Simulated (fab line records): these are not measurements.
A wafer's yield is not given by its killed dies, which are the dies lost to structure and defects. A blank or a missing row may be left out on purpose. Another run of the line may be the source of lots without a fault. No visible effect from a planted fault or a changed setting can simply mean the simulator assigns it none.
fab line records	flow n5_finfet
record lots=7	wafers=39
route steps=1938 shown PMOS_HMC_CHANNEL_EPI@68 SD_EPI_N@278 HKMG_FIN@386 MOL_CONTACT_COAG@547 BEOL_M2@928 BEOL_M3@950 BEOL_M9@1417
start_h: hours from the record's opening day to when the first of the lot's shown wafers began	wait_h: hours since the lot's step before	" repeats the value in the row above	L1.1+2: a single row standing in for several wafers	- either no value or no given start	* or withheld: withheld	< > ~ a bound
route shown NAME@n: a module of which the file shows steps, and the number in the route of the first	usual: average and standard deviation across the fault-free wafers	same: alike in all rows	chamber/n: place in a boat	sites: readings site by site	_std_site: standard deviation of those values	_edge_site: the outer-site mean with the inner-site mean subtracted	radius_mm: for every site, how far away it sits from the centre of the wafer	mask NAME#n: copy n	behind: the last tool/chamber to shape the wafer	hold: reason for holding the lot/hours on hold/outcome of the hold	device: transistor that didn't switch, given as n, p or np	end of line: at the end of the route, the tests of the same wafers	where a step has no rows: the recipe by itself	killed: dies lost to structure and defects at the first sort, not the wafer's yield	map: the dies of a wafer, with x for killed, . for not killed, _ for no die there
set.NAME: the run value of the setting; set.NAME@STEP: its run value at that earlier step	model.NAME: the simulator's own value behind a step, which no gauge read
lots with deliberately changed settings; one table per step, one row per wafer
## steps
# step N5_PMOS_HMC_CHANNEL_EPI_DESCUM_14
# recipe chemistry=O2	time_s=7.9	source_power_w=50	bias_power_w=20	pressure_mtorr=20	rf_frequency_hz=2.712e+07	temp_c=40	resist=CAR-ArF-block	o2_flow_sccm=225
lot.wafer	tool	chamber	start_h	wait_h	set.time_s	model.CAR-ArF-block_of_PMOS_HMC_CHANNEL_EPI_COAT_03.thk_nm
L077.1	rie_diel-05	1	36.01	0.2	4.349	200.9
L077.2	"	3	"	"	7.9	198.2
L077.3	"	0	"	"	4.349	201.1
L077.4	"	0	"	"	7.9	198.7
L077.5	"	3	"	"	7.9	198
L077.6	"	1	"	"	4.349	200.2
L080.1	rie_diel-05	3	54.00	0.0	7.9	197.6
L080.2	"	2	"	"	4.574	200.5
L080.3	"	1	"	"	7.9	198.4
L080.4	"	0	"	"	7.9	198
L080.5	"	1	"	"	4.574	200.7
L080.6	"	2	"	"	4.574	199.8
L081.1	rie_diel-01	1	59.61	0.0	7.9	199.2
L081.2	"	3	"	"	7.9	198.9
L081.4	"	2	"	"	7.9	199
L084.1	rie_diel-06	2	77.53	0.0	7.9	197.8
L084.2	"	1	"	"	7.9	197.3
L084.3	"	0	"	"	4.928	200
L084.4	"	3	"	"	7.9	198.3
L084.5	"	1	"	"	4.928	199.8
L084.6	"	0	"	"	4.928	199.7
L089.1	rie_diel-06	0	107.71	0.0	10.7	195.6
L089.2	"	2	"	"	7.9	198
L089.3	"	1	"	"	7.9	197.3
L089.4	"	3	"	"	7.9	197.4
L089.5	"	0	"	"	10.7	195.9
L089.6	"	3	"	"	10.7	196.3
L091.1+3	rie_diel-01	3,1	119.73	0.0	11.63	197.5
L091.2	"	0	"	"	11.63	196.6
L091.4	"	2	"	"	7.9	200
L091.5	"	2	"	"	7.9	199.6
L091.6	"	3	"	"	7.9	199.2
L093.1	rie_diel-01	0	131.36	0.0	6.422	198.4
L093.2	"	3	"	"	7.9	197
L093.3	"	1	"	"	6.422	198.9
L093.4	"	2	"	"	6.422	198.8
L093.5	"	0	"	"	7.9	197.9
L093.6	"	1	"	"	7.9	197.8
# step N5_SD_EPI_N_ETCH_45
# recipe chemistry=CH3F/O2	target=SiOCN	target_depth_a=60	mask_material=SOC	ion_energy_ev=60	bias_w=29	pressure_mtorr=15	source_w=410	Ar_flow_sccm=150	CH3F_flow_sccm=30	O2_flow_sccm=20
lot.wafer	tool	chamber	start_h	wait_h	set.target_depth_a	model.etch.depth_nm
L077.1	rie_diel-04	1	69.72	0.1	24.94	2.534
L077.2	"	0	"	"	24.94	2.409
L077.3	"	3	"	"	60	5.879
L077.4	"	2	"	"	60	6.027
L077.5	"	1	"	"	60	6.059
L077.6	"	0	"	"	24.94	2.435
L080.1	rie_diel-03	1	87.90	0.1	60	5.816
L080.2	"	2	"	"	60	6.015
L080.3	"	3	"	"	60	5.889
L080.4	"	0	"	"	60	6.004
L080.5	"	3	"	"	60	5.928
L080.6	"	2	"	"	60	6.039
L081.1	rie_diel-03	0	91.65	0.1	60	6.029
L081.2	"	2	"	"	60	6.066
L081.4	"	3	"	"	60	5.931
L084.1	rie_diel-04	1	110.79	0.1	60	6.052
L084.2	"	3	"	"	60	5.776
L084.3	"	2	"	"	60	5.948
L084.4	"	1	"	"	60	6.031
L084.5	"	2	"	"	60	6.002
L084.6	"	3	"	"	60	5.72
L089.1	rie_diel-03	1	145.49	0.1	45.51	4.447
L089.2	"	3	"	"	60	5.92
L089.3	"	0	"	"	60	5.978
L089.4	"	2	"	"	45.51	4.567
L089.5	"	1	"	"	60	5.849
L089.6	"	0	"	"	45.51	4.548
L091.1+6	rie_diel-03	3	153.66	0.1	47.87	4.763
L091.2	"	0	"	"	60	5.991
L091.3	"	3	"	"	47.87	4.767
L091.4	"	0	"	"	60	6.003
L091.5	"	0	"	"	60	6.042
L093.1	rie_diel-04	0	165.72	0.1	60	6.163
L093.2	"	1	"	"	78.51	7.855
L093.3	"	2	"	"	60	5.983
L093.4	"	3	"	"	78.51	8.037
L093.5	"	0	"	"	60	6.169
L093.6	"	1	"	"	78.51	7.898
# step N5_HKMG_FIN_HK_ALD_01
# recipe material=HfO2	target_thk_a=16	temp_c=withheld	ald_precursor_family=HfCl4	ald_co_reactant=H2O	pulse_time_s=3	purge_time_s=3	co_reactant_purge_time_s=2.5	co_reactant_pulse_time_s=0.3	ald_cycles=30
lot.wafer	tool	chamber	start_h	wait_h	set.ald_cycles	model.HfO2_of_HKMG_FIN_HK_ALD_01.thk_nm
L077.1+2+5	ald_hk-03	1,0,0	94.72	0.0	43	2.2
L077.3+4+6	"	2,3,3	"	"	30	1.6
L080.1+2+5	ald_hk-01	1,0,2	108.09	0.0	36	2
L080.3+4+6	"	2,3,1	"	"	30	1.6
L081.1+2+4	ald_hk-02	0,2,3	111.43	0.0	30	1.6
L084.1+3+6	ald_hk-03	1,2,3	130.76	0.0	30	1.6
L084.2+4+5	"	3,0,0	"	"	17	1
L089.1+2+6	ald_hk-03	3,2,3	165.60	0.1	40	2.2
L089.3+4+5	"	0,1,0	"	"	30	1.6
L091.1+2+5	ald_hk-03	3,2,1	174.07	0.1	24	1.2
L091.3+4+6	"	0,1,2	"	"	30	1.6
L093.1+2+5	ald_hk-02	0,2,1	186.96	0.0	30	1.6
L093.3+4+6	"	1,3,2	"	"	24	1.2
# step N5_HKMG_FIN_HK_ANNEAL_02
# recipe temp_c=700	time_s=30	ambient=N2	idle_temp_c=600	ramp_up_c_per_s=150	ramp_down_c_per_s=60	cool_to_c=600
# step N5_HKMG_FIN_ALD_74
# recipe material=La2O3	target_thk_a=5	temp_c=250	ald_precursor_family=La-Cp	ald_co_reactant=O3	pulse_time_s=6	co_reactant_pulse_time_s=1	purge_time_s=3	co_reactant_purge_time_s=3
# step N5_HKMG_FIN_WET_ETCH_82
# recipe chemistry=dHCl	mix=1:10000	temp_c=25	target=La2O3	stop_on=HfO2	target_depth_nm=2	dry=ipa_marangoni	rinse_time_s=30	rinse_temp_c=23
# step N5_HKMG_FIN_ALD_36
# recipe material=TiN	target_thk_a=10	temp_c=400	ald_precursor_family=TiCl4	ald_co_reactant=NH3	pulse_time_s=1	purge_time_s=3	co_reactant_purge_time_s=2	co_reactant_pulse_time_s=2	ald_cycles=47	pressure_torr=3
# step N5_HKMG_FIN_THK_MEAS_70
# recipe thk_meas_gauge=xrf	reads=HfO2_of_HKMG_FIN_HK_ALD_01
# usual HK_THK=1.598/0.02
lot.wafer	tool	chamber	start_h	wait_h	set.ald_cycles@HKMG_FIN_HK_ALD_01	HK_THK[nm]
L077.1	film_metro-02	-	98.06	0.2	43	2.291
L077.2	"	-	"	"	43	2.273
L077.3	"	-	"	"	30	1.592
L077.4	"	-	"	"	30	1.597
L077.5	"	-	"	"	43	2.255
L077.6	"	-	"	"	30	1.562
L080.1	film_metro-01	-	111.60	0.2	36	1.925
L080.2	"	-	"	"	36	1.960
L080.3	"	-	"	"	30	1.627
L080.4	"	-	"	"	30	1.602
L080.5	"	-	"	"	36	1.940
L080.6	"	-	"	"	30	1.615
L081.1	film_metro-02	-	115.29	0.2	30	1.561
L081.2	"	-	"	"	30	1.575
L081.4	"	-	"	"	30	1.578
L084.1	film_metro-01	-	134.49	0.2	30	1.590
L084.2	"	-	"	"	17	0.903
L084.3	"	-	"	"	30	1.593
L084.4	"	-	"	"	17	0.919
L084.5	"	-	"	"	17	0.913
L084.6	"	-	"	"	30	1.614
L089.1	film_metro-02	-	169.36	0.2	40	2.059
L089.2	"	-	"	"	40	2.116
L089.3	"	-	"	"	30	1.591
L089.4	"	-	"	"	30	1.603
L089.5	"	-	"	"	30	1.577
L089.6	"	-	"	"	40	2.144
L091.1	film_metro-02	-	178.18	0.2	24	1.250
L091.2	"	-	"	"	24	1.291
L091.3	"	-	"	"	30	1.566
L091.4	"	-	"	"	30	1.584
L091.5	"	-	"	"	24	1.288
L091.6	"	-	"	"	30	1.621
L093.1	film_metro-02	-	190.56	0.2	30	1.556
L093.2	"	-	"	"	30	1.590
L093.3	"	-	"	"	24	1.291
L093.4	"	-	"	"	24	1.280
L093.5	"	-	"	"	30	1.636
L093.6	"	-	"	"	24	1.235
# step N5_MOL_CONTACT_COAG_SPUTTER_143
# recipe material=Co	target_thk_a=25	temp_c=25	chamber_pressure_pa=0.2
lot.wafer	tool	chamber	start_h	wait_h	set.target_thk_a	model.Co_of_MOL_CONTACT_COAG_SPUTTER_143.thk_nm
L077.1+3	pvd_sputter-02	-	116.23	0.0	25	2.8
L077.2+4+5+6	"	-	"	"	25	2.6
L080.1+2+4	pvd_sputter-02	-	126.93	0.0	25	2.6
L080.3+5	"	-	"	"	31.94	3.2
L080.6	"	-	"	"	31.94	3.4
L081.1+4	pvd_sputter-01	-	130.96	0.0	25	2.4
L081.2	"	-	"	"	25	2.2
L084.1	pvd_sputter-02	-	150.93	0.0	25	2.4
L084.2+6	"	-	"	"	25	2.6
L084.3+4+5	"	-	"	"	37.56	3.8
L089.1+5	pvd_sputter-01	-	186.47	0.0	25	2.6
L089.2+3	"	-	"	"	18.85	2
L089.4	"	-	"	"	25	2.4
L089.6	"	-	"	"	18.85	1.8
L091.1+4+5	pvd_sputter-02	-	195.45	0.0	25	2.6
L091.2	"	-	"	"	14.69	1.4
L091.3+6	"	-	"	"	14.69	1.6
L093.1+4+5	pvd_sputter-03	-	209.31	0.0	13.25	1.2
L093.2+6	"	-	"	"	25	2.4
L093.3	"	-	"	"	25	2.2
# step N5_BEOL_M2_DEP_57
# recipe material=SiCN	target_thk_a=80	temp_c=withheld	precursor=3MS/NH3	pressure_torr=3	rf_w=202	time_s=14
lot.wafer	tool	chamber	start_h	wait_h	set.target_thk_a	model.SiCN_of_BEOL_M2_DEP_57.thk_nm
L077.1	pecvd-02	1	171.99	0.0	80	8
L077.2+4	"	0,1	"	"	51.47	5.2
L077.3	"	2	"	"	51.47	5.4
L077.5+6	"	2,0	"	"	80	8.2
L081.1+2	pecvd-02	0,2	185.68	0.0	80	8
L081.4	"	0	"	"	80	8.2
L080.1+6	pecvd-01	0	193.38	0.0	80	8.2
L080.2+3	"	2,1	"	"	41.88	4.2
L080.4	"	2	"	"	80	8
L080.5	"	1	"	"	41.88	3.8
L084.1	pecvd-02	1	213.95	0.0	80	7.8
L084.2	"	0	"	"	52.86	5.2
L084.3+5	"	0,1	"	"	80	8
L084.4+6	"	1,0	"	"	52.86	5.4
L089.1+6	pecvd-01	1	252.35	0.0	115.4	11.6
L089.2	"	2	"	"	80	7.8
L089.3	"	0	"	"	115.4	11.8
L089.4	"	0	"	"	80	8.2
L089.5	"	2	"	"	80	8
L091.1+6	pecvd-03	0	274.71	0.0	39.58	3.8
L091.2+3+4	"	1,2,1	"	"	80	7.8
L091.5	"	2	"	"	39.58	4.2
L093.1+3+4+5	pecvd-02	2,0,2,1	277.21	0.0	80	8.2
L093.2+6	"	1,0	"	"	80	8
# step N5_BEOL_M3_ETCH_64
# recipe chemistry=N2/H2	target=SOC	target_depth_a=750	overetch_a=150	mask_material=SiARC	temp_c=40	time_s=112.5	ion_energy_ev=200	pressure_mtorr=30	source_w=840	bias_w=150	n2_flow_sccm=200	h2_flow_sccm=200
lot.wafer	tool	chamber	start_h	wait_h	set.time_s	model.SiARC_of_BEOL_M3_COAT_62.thk_nm	model.BEOL_M3.cd_offset_nm
L077.1	rie_diel-05	2	175.03	0.0	177.8	3.6	1.4
L077.2	"	1	"	"	177.8	3.4	1.4
L077.3	"	3	"	"	112.5	6.6	0.4
L077.4	"	1	"	"	177.8	3.4	1.2
L077.5	"	3	"	"	112.5	6.6	0.6
L077.6	"	2	"	"	112.5	6.6	0
L081.1	rie_diel-01	3	187.16	0.0	112.5	6.4	0.4
L081.2	"	1	"	"	112.5	7	0.4
L081.4	"	2	"	"	112.5	7	0.6
L080.1	rie_diel-01	0	195.40	0.0	112.5	6.8	-0.2
L080.2	"	2	"	"	166.4	4.4	1.2
L080.3	"	1	"	"	112.5	6.8	0
L080.4+6	"	3	"	"	166.4	3.8	1.2
L080.5	"	2	"	"	112.5	7	0
L084.1	rie_diel-01	0	217.09	0.0	112.5	6.6	-0.2
L084.2	"	2	"	"	112.5	6.8	0
L084.3	"	1	"	"	112.5	7	0
L084.4+6	"	3	"	"	112.5	6.4	0.4
L084.5	"	2	"	"	112.5	7	-0.2
L089.1	rie_diel-06	3	254.38	0.0	112.5	7.2	-0.2
L089.2	"	1	"	"	112.5	6.8	-0.2
L089.3	"	2	"	"	112.5	6.6	0
L089.4+6	"	0	"	"	112.5	6.6	-0.2
L089.5	"	1	"	"	112.5	6.8	0
L091.1+6	rie_diel-06	2	277.51	0.0	137.8	5.4	0.6
L091.2	"	0	"	"	137.8	5.6	0.6
L091.3	"	1	"	"	112.5	6.8	0
L091.4	"	0	"	"	112.5	6.6	0
L091.5	"	1	"	"	112.5	7	0
L093.1	rie_diel-05	0	278.11	0.0	112.5	6.8	0
L093.2	"	2	"	"	112.5	6.6	-0.2
L093.3	"	3	"	"	68.99	8.6	-0.8
L093.4	"	1	"	"	68.99	8.8	-0.8
L093.5	"	0	"	"	68.99	8.8	-1
L093.6	"	3	"	"	112.5	6.6	0.2
# step N5_BEOL_M3_STRIP_65
# recipe chemistry=N2/H2	temp_c=40	n2_flow_sccm=200	h2_flow_sccm=200	rf_frequency_hz=6e+07
# step N5_BEOL_M3_STRIP_75
# recipe chemistry=N2/H2	temp_c=40	n2_flow_sccm=200	h2_flow_sccm=200	rf_frequency_hz=6e+07
# step N5_BEOL_M3_STRIP_66
# recipe chemistry=CF4	resist=SiARC	power_w=300	bias_power_w=75	pressure_mtorr=50	cf4_flow_sccm=150	rf_frequency_hz=6e+07
# step N5_BEOL_M3_HM_OPEN_17
# recipe chemistry=Cl2/BCl3	target_depth_a=200	overetch_a=60	target=TiN	mask_material=SOC	ion_energy_ev=150	pressure_mtorr=10	icp_w=1000	bias_w=126	Cl2_flow_sccm=53.25	bcl3_flow_sccm=21.75	Ar_flow_sccm=25
lot.wafer	tool	chamber	start_h	wait_h	set.time_s@BEOL_M3_ETCH_64	model.etch.depth_nm	model.BEOL_M3.cd_offset_nm
L077.1	rie_metal-01	1	175.20	0.0	177.8	13.7	1.4
L077.2	"	0	"	"	177.8	13.72	1.4
L077.3	"	0	"	"	112.5	20.08	0.6
L077.4	"	1	"	"	177.8	13.47	1.4
L077.5	"	1	"	"	112.5	20.26	0.6
L077.6	"	0	"	"	112.5	20.07	0
L081.1	rie_metal-03	1	187.33	0.0	112.5	19.99	0.2
L081.2	"	0	"	"	112.5	19.85	0.4
L081.4	"	1	"	"	112.5	20.28	0.6
L080.1	rie_metal-01	1	195.57	0.0	112.5	19.89	-0.2
L080.2	"	0	"	"	166.4	14.75	1.4
L080.3	"	0	"	"	112.5	20.19	0
L080.4	"	1	"	"	166.4	14.3	1.2
L080.5	"	0	"	"	112.5	19.9	0.2
L080.6	"	1	"	"	166.4	14.2	1.2
L084.1	rie_metal-01	1	217.25	0.0	112.5	20.03	-0.2
L084.2	"	0	"	"	112.5	19.97	0.2
L084.3	"	0	"	"	112.5	20.13	0
L084.4	"	1	"	"	112.5	20.46	0.6
L084.5	"	0	"	"	112.5	20.1	-0.2
L084.6	"	1	"	"	112.5	19.97	0.4
L089.1	rie_metal-03	0	254.54	0.0	112.5	19.69	0
L089.2	"	1	"	"	112.5	19.56	-0.2
L089.3	"	0	"	"	112.5	20.12	0
L089.4	"	1	"	"	112.5	19.73	-0.2
L089.5	"	0	"	"	112.5	19.41	0
L089.6	"	1	"	"	112.5	19.69	-0.2
L091.1	rie_metal-01	1	277.68	0.0	137.8	17.67	0.6
L091.2	"	0	"	"	137.8	17.3	0.6
L091.3	"	0	"	"	112.5	19.97	0
L091.4	"	1	"	"	112.5	19.9	0.2
L091.5	"	0	"	"	112.5	20.18	0
L091.6	"	1	"	"	137.8	17.64	0.6
L093.1	rie_metal-03	1	278.28	0.0	112.5	19.77	-0.2
L093.2	"	0	"	"	112.5	19.95	0
L093.3	"	1	"	"	68.99	19.86	-0.8
L093.4	"	0	"	"	68.99	20.26	-0.6
L093.5	"	0	"	"	68.99	19.57	-0.8
L093.6	"	1	"	"	112.5	19.61	0
# step N5_BEOL_M3_STRIP_19
# recipe chemistry=O2	power_w=400	temp_c=40	pressure_mtorr=30	rf_frequency_hz=6e+07	bias_power_w=0	overash_fraction=0.2	o2_flow_sccm=225
# step N5_BEOL_M3_CD_MEAS_18
# recipe pitch_nm=36	target_cd_nm=18
# usual cd_nm=18.1/0.31
lot.wafer	tool	chamber	start_h	wait_h	set.time_s@BEOL_M3_ETCH_64	cd_nm
L077.1	cd_sem-03	-	175.38	0.0	177.8	19.7
L077.2	"	-	"	"	177.8	19.9
L077.3	"	-	"	"	112.5	18.7
L077.4	"	-	"	"	177.8	19.6
L077.5	"	-	"	"	112.5	18.5
L077.6	"	-	"	"	112.5	18.0
L081.1	cd_sem-01	-	187.52	0.1	112.5	18.6
L081.2	"	-	"	"	112.5	18.7
L081.4	"	-	"	"	112.5	18.8
L080.1	cd_sem-03	-	195.75	0.0	112.5	18.1
L080.2	"	-	"	"	166.4	19.3
L080.3	"	-	"	"	112.5	18.0
L080.4	"	-	"	"	166.4	19.7
L080.5	"	-	"	"	112.5	18.3
L080.6	"	-	"	"	166.4	19.4
L084.1	cd_sem-01	-	217.45	0.0	112.5	18.0
L084.2	"	-	"	"	112.5	18.0
L084.3	"	-	"	"	112.5	18.1
L084.4	"	-	"	"	112.5	18.5
L084.5	"	-	"	"	112.5	17.9
L084.6	"	-	"	"	112.5	19.0
L089.1	cd_sem-01	-	254.72	0.0	112.5	17.9
L089.2	"	-	"	"	112.5	18.0
L089.3	"	-	"	"	112.5	17.9
L089.4	"	-	"	"	112.5	17.6
L089.5	"	-	"	"	112.5	18.3
L089.6	"	-	"	"	112.5	17.9
L091.1	cd_sem-03	-	277.99	0.0	137.8	18.8
L091.2	"	-	"	"	137.8	19.1
L091.3	"	-	"	"	112.5	17.8
L091.4	"	-	"	"	112.5	18.2
L091.5	"	-	"	"	112.5	17.9
L091.6	"	-	"	"	137.8	18.8
L093.1	cd_sem-01	-	278.46	0.0	112.5	17.5
L093.2	"	-	"	"	112.5	18.3
L093.3	"	-	"	"	68.99	17.5
L093.4	"	-	"	"	68.99	17.0
L093.5	"	-	"	"	68.99	17.3
L093.6	"	-	"	"	112.5	18.0
# step N5_BEOL_M3_COAT_67
# recipe resist=SOC	temp_c=250	time_s=60	spin_rpm=1500	resist_thk_nm=60
# step N5_BEOL_M3_COAT_68
# recipe resist=SiARC	temp_c=220	time_s=60	spin_rpm=1500	resist_thk_nm=12
# step N5_BEOL_M3_PRECLEAN_42
# recipe chemistry=residue_remover	time_s=60	temp_c=40
# step N5_BEOL_M3_SRD_43
# recipe time_s=30	temp_c=23	rinse_liquid=diw	dry=ipa_marangoni
# step N5_BEOL_M3_CD_MEAS_35
# recipe target_cd_nm=18	target_cd_y_nm=21	polarity=opening
# usual cd_nm=18.1/0.35
lot.wafer	tool	chamber	start_h	wait_h	set.time_s@BEOL_M3_ETCH_64	cd_nm
L077.1	cd_sem-03	-	181.69	0.0	177.8	19.7
L077.2	"	-	"	"	177.8	19.5
L077.3	"	-	"	"	112.5	18.3
L077.4	"	-	"	"	177.8	20.0
L077.5	"	-	"	"	112.5	18.3
L077.6	"	-	"	"	112.5	17.6
L081.1	cd_sem-01	-	189.63	0.0	112.5	18.4
L081.2	"	-	"	"	112.5	18.8
L081.4	"	-	"	"	112.5	18.6
L080.1	cd_sem-02	-	197.17	0.0	112.5	18.1
L080.2	"	-	"	"	166.4	19.8
L080.3	"	-	"	"	112.5	17.9
L080.4	"	-	"	"	166.4	19.7
L080.5	"	-	"	"	112.5	18.1
L080.6	"	-	"	"	166.4	19.3
L084.1	cd_sem-01	-	220.71	0.0	112.5	17.9
L084.2	"	-	"	"	112.5	18.3
L084.3	"	-	"	"	112.5	17.8
L084.4	"	-	"	"	112.5	18.4
L084.5	"	-	"	"	112.5	18.2
L084.6	"	-	"	"	112.5	19.0
L089.1	cd_sem-02	-	258.64	0.0	112.5	17.8
L089.2	"	-	"	"	112.5	17.9
L089.3	"	-	"	"	112.5	18.2
L089.4	"	-	"	"	112.5	17.3
L089.5	"	-	"	"	112.5	18.4
L089.6	"	-	"	"	112.5	17.6
L093.1	cd_sem-03	-	280.07	0.0	112.5	17.6
L093.2	"	-	"	"	112.5	18.4
L093.3	"	-	"	"	68.99	17.4
L093.4	"	-	"	"	68.99	-
L093.5	"	-	"	"	68.99	-
L093.6	"	-	"	"	112.5	18.3
L091.1	cd_sem-02	-	280.54	0.0	137.8	18.7
L091.2	"	-	"	"	137.8	18.8
L091.3	"	-	"	"	112.5	17.8
L091.4	"	-	"	"	112.5	17.9
L091.5	"	-	"	"	112.5	17.8
L091.6	"	-	"	"	137.8	18.8
# step N5_BEOL_M9_DESCUM_16
# recipe chemistry=O2	time_s=7.9	source_power_w=50	bias_power_w=20	pressure_mtorr=20	rf_frequency_hz=2.712e+07	temp_c=40	resist=CAR-ArF	o2_flow_sccm=225
lot.wafer	tool	chamber	start_h	wait_h	set.time_s	model.CAR-ArF_of_BEOL_M9_COAT_05.thk_nm
L077.1	rie_diel-06	3	238.72	0.5	5.443	85
L077.2+6	"	0,1	"	"	7.9	83.6
L077.3	"	2	"	"	7.9	83.8
L077.4	"	1	"	"	5.443	84.6
L077.5	"	2	"	"	5.443	84.8
L081.1+2+4	rie_diel-05	2,1,0	263.43	0.2	7.9	83.8
L080.1+3	rie_diel-05	0,1	265.36	0.0	7.9	83.6
L080.2+4+5	"	3,2,3	"	"	11.59	81.4
L080.6	"	0	"	"	7.9	83.4
L084.1+3+4	rie_diel-01	0,2,1	274.20	0.0	7.9	83.4
L084.2	"	3	"	"	7.9	83.2
L084.5	"	3	"	"	7.9	83.6
L084.6	"	0	"	"	7.9	83
L089.1+4	rie_diel-05	1,2	336.36	0.0	11.4	81.6
L089.2+5+6	"	3,3,2	"	"	7.9	83.6
L089.3	"	0	"	"	11.4	81.2
L091.1+4+6	rie_diel-06	3,0,0	349.41	0.1	7.9	83.6
L091.2	"	1	"	"	12.29	81
L091.3+5	"	2,1	"	"	12.29	80.8
L093.1	rie_diel-06	3	353.65	0.1	7.9	83.4
L093.2+5	"	2,0	"	"	10.63	81.8
L093.3	"	1	"	"	7.9	83.8
L093.4	"	0	"	"	10.63	81.6
L093.6	"	3	"	"	7.9	83.2
## key
split step=N5_PMOS_HMC_CHANNEL_EPI_DESCUM_14	setting=time_s	stated=7.9	by=wafer
response step=N5_PMOS_HMC_CHANNEL_EPI_DESCUM_14	reading=model.CAR-ArF-block_of_PMOS_HMC_CHANNEL_EPI_COAT_03.thk_nm	change=-0.0524	per=1%	r=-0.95
split step=N5_SD_EPI_N_ETCH_45	setting=target_depth_a	stated=60	by=wafer
response step=N5_SD_EPI_N_ETCH_45	reading=model.etch.depth_nm	change=+0.06	per=1%	r=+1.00
split step=N5_HKMG_FIN_HK_ALD_01	setting=ald_cycles	stated=30	by=wafer
response step=N5_HKMG_FIN_HK_ALD_01	reading=model.HfO2_of_HKMG_FIN_HK_ALD_01.thk_nm	change=+0.0158	per=1%	r=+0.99
response step=N5_HKMG_FIN_THK_MEAS_70	reading=HK_THK	change=+0.0159	per=1%	r=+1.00
split step=N5_MOL_CONTACT_COAG_SPUTTER_143	setting=target_thk_a	stated=25	by=wafer
response step=N5_MOL_CONTACT_COAG_SPUTTER_143	reading=model.Co_of_MOL_CONTACT_COAG_SPUTTER_143.thk_nm	change=+0.0249	per=1%	r=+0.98
split step=N5_BEOL_M2_DEP_57	setting=target_thk_a	stated=80	by=wafer
response step=N5_BEOL_M2_DEP_57	reading=model.SiCN_of_BEOL_M2_DEP_57.thk_nm	change=+0.0806	per=1%	r=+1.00
split step=N5_BEOL_M3_ETCH_64	setting=time_s	stated=112.5	by=wafer
response step=N5_BEOL_M3_ETCH_64	reading=model.SiARC_of_BEOL_M3_COAT_62.thk_nm	change=-0.056	per=1%	r=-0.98
response step=N5_BEOL_M3_ETCH_64	reading=model.BEOL_M3.cd_offset_nm	change=+0.0216	per=1%	r=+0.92
response step=N5_BEOL_M3_HM_OPEN_17	reading=model.etch.depth_nm	shape=bent	at_lowest=19.9	at_stated=19.95	at_highest=13.63
response step=N5_BEOL_M3_HM_OPEN_17	reading=model.BEOL_M3.cd_offset_nm	change=+0.0204	per=1%	r=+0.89
response step=N5_BEOL_M3_CD_MEAS_18	reading=cd_nm	change=+0.0244	per=1%	r=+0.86
response step=N5_BEOL_M3_CD_MEAS_35	reading=cd_nm	change=+0.0299	per=1%	r=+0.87
split step=N5_BEOL_M9_DESCUM_16	setting=time_s	stated=7.9	by=wafer
response step=N5_BEOL_M9_DESCUM_16	reading=model.CAR-ArF_of_BEOL_M9_COAT_05.thk_nm	change=-0.047	per=1%	r=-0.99
